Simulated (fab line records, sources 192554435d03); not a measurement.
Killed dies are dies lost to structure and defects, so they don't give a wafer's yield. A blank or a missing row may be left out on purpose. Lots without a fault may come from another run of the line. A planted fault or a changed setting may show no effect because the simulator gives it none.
One fault seen from 2 desks | flow n5_finfet | each desk has only its own numbers; what lay behind them comes last

THE TOOL OWNER'S DESK: litho_track-01
The tool's own readings at N5_BEOL_M15_COAT_56 (time 60 s, resist thk 550 nm): means of the sampled wafers that have a number, for each lot that ran on this tool. A lot is out of limits, marked OUT, if its mean lies more than 4 standard deviations from the usual mean; the brackets give that distance.
Columns: A = heater_power_total_W at N5_BEOL_M15_COAT_56, usual 500.3 W; B = plate_temp_C at N5_BEOL_M15_COAT_56, usual 249.98 C; C = spin_speed_rpm at N5_BEOL_M15_COAT_56, usual 1500.2 rpm
lot  | first seen here | A               | B                | C
L147 | day 11 01:35    | 500.6           | 250.06           | 1500.2
L151 | day 12 07:37    | 499.1           | 249.99           | 1499.7
L156 | day 13 12:41    | 499.6           | 249.88           | 1500.6
L159 | day 14 18:31    | 477.6 (-13) OUT | 241.52 (-56) OUT | 1500.0
L160 | day 15 10:35    | 479.0 (-13) OUT | 241.29 (-58) OUT | 1500.8
This desk's finding: out of limits on L159, L160; first on L159, day 14 18:31 (heater_power_total_W at N5_BEOL_M15_COAT_56). In limits: L147, L151, L156.

THE METROLOGY DESK
What the gauges read, lot by lot, whatever tool the lot ran on: means of the sampled wafers that have a number. A lot is out of limits, marked OUT, if its mean lies more than 4 standard deviations from the usual mean; the brackets give that distance.
Columns: A = M14_RS at N5_BEOL_M14_RS_MEAS_54, usual 0.0330 ohm/sq; B = M15_OVL at N5_BEOL_M15_OVL_MEAS_29, usual 4 nm
lot  | first seen here | A      | B
L147 | day 11 00:00    | 0.0327 | 4
L148 | day 11 12:59    | 0.0331 | 4
L149 | day 11 21:07    | 0.0326 | 4
L151 | day 12 06:22    | 0.0325 | 3
L152 | day 12 23:13    | 0.0340 | 8
L156 | day 13 11:07    | 0.0334 | 8
L159 | day 14 17:10    | 0.0328 | 4
L160 | day 15 09:20    | 0.0331 | 6
L163 | day 15 12:44    | 0.0328 | 0
L168 | day 16 23:24    | 0.0324 | 1
L169 | day 16 23:37    | 0.0335 | 13
This desk's finding: nothing out of limits on any of the 11 lots.

PUT TOGETHER
The tool owner's desk could have raised an alarm at day 14 18:31, on L159, L160.
The metrology desk saw nothing out of limits.
The metrology desk has L159, L160 on record, within its limits.
Of the lots named, all ran N5_BEOL_M15_COAT_56 on litho_track-01.

WHAT THE SIMULATOR HAD PUT IN
Process parameter drift: litho_track-01, from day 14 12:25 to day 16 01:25, at N5_BEOL_M15_COAT_56. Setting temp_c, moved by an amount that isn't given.
Lots struck among those shown: L159, L160.
Hours from the fault's start to each desk's first reading out of limits: the tool owner's desk, 6.
